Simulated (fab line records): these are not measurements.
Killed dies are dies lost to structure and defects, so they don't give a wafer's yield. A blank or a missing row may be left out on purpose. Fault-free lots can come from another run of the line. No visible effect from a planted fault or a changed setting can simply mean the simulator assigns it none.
Chamber matching | flow nand_harc | NHARC_A_CHANNEL_FILL_D1_CMP_10 on cmp-03 has 4 sister chambers
The step polishes, target thk 150 nm. 20 wafers are shown with their chamber, then 10 later ones without.

== EACH WAFER AND ITS CHAMBER ==
wafer  | chamber | motor_current_A (A) | time_to_endpoint_s (s)
L079.2 | 1       | 13.5                | 14.7
L079.4 | 2       | 10.7                | 11.8
L079.6 | 1       | 13.0                | 14.6
L078.2 | 3       | 12.6                | 13.5
L078.4 | 2       | 10.9                | 13.8
L078.6 | 1       | 12.8                | 14.5
L082.2 | 2       | 10.6                | 12.5
L082.4 | 1       | 13.2                | 14.1
L082.6 | 1       | 12.8                | 13.8
L084.2 | 1       | 13.1                | 11.9
L084.4 | 3       | 12.6                | 13.1
L084.5 | 3       | 12.6                | 9.7
L085.1 | 2       | 10.8                | 12.7
L085.5 | 0       | 12.8                | 10.3
L085.6 | 3       | 12.7                | 11.3
L086.1 | 3       | 13.1                | 12.1
L086.2 | 0       | 12.7                | 11.7
L086.4 | 2       | 10.5                | 12.6
L088.1 | 3       | 12.3                | 11.3
L088.4 | 2       | 10.8                | 12.0

SIGNATURES (averages over the wafers above)
reading            | chamber 0 | chamber 1 | chamber 2 | chamber 3 | scatter within a chamber
motor_current_A    | 12.750    | 13.067    | 10.717    | 12.650    | 0.224
time_to_endpoint_s | 11.000    | 13.933    | 12.567    | 11.833    | 1.08
Rule: for a wafer and a chamber, the distance is found by dividing, reading by reading, the gap between the wafer's reading and the chamber's mean by the reading's scatter, squaring, summing and taking the root. The wafer belongs to the nearest chamber; if the next one is less than 2 further off, it can't be placed. How the scatter is found: for the shown wafers, subtract from each reading the mean of its chamber, square and add these, divide the total by (wafers less chambers), then take the root.

== WAFERS MISSING THEIR CHAMBER ==
wafer  | motor_current_A (A) | time_to_endpoint_s (s)
L088.5 | 13.2                | 11.3
L089.2 | 13.4                | 12.9
L089.4 | 13.3                | 13.4
L089.5 | 12.3                | 13.6
L091.1 | 11.9                | 15.0
L091.3 | 12.7                | 15.1
L091.6 | 11.1                | 16.4
L093.2 | 11.5                | 13.2
L093.3 | 13.2                | 12.9
L093.6 | 13.1                | 12.7

== EACH ONE'S CHAMBER ==
wafer  | from the rows above               | in truth
L088.5 | can't be placed: 0 or 3 or 1      | 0
L089.2 | can't be placed: 1 or 0 or 3      | 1
L089.4 | 1                                 | 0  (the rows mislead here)
L089.5 | can't be placed: 3 or 0 or 1      | 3
L091.1 | can't be placed: 3 or 1 or 0 or 2 | 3
L091.3 | can't be placed: 1 or 3 or 0      | 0
L091.6 | 2                                 | 2
L093.2 | can't be placed: 2 or 3           | 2
L093.3 | can't be placed: 1 or 3 or 0      | 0
L093.6 | can't be placed: 1 or 3 or 0      | 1
Correctly placed: 1 of 10. Not placeable from these rows: 8 (in 8, the candidates include the true chamber). Wrongly placed: 1.
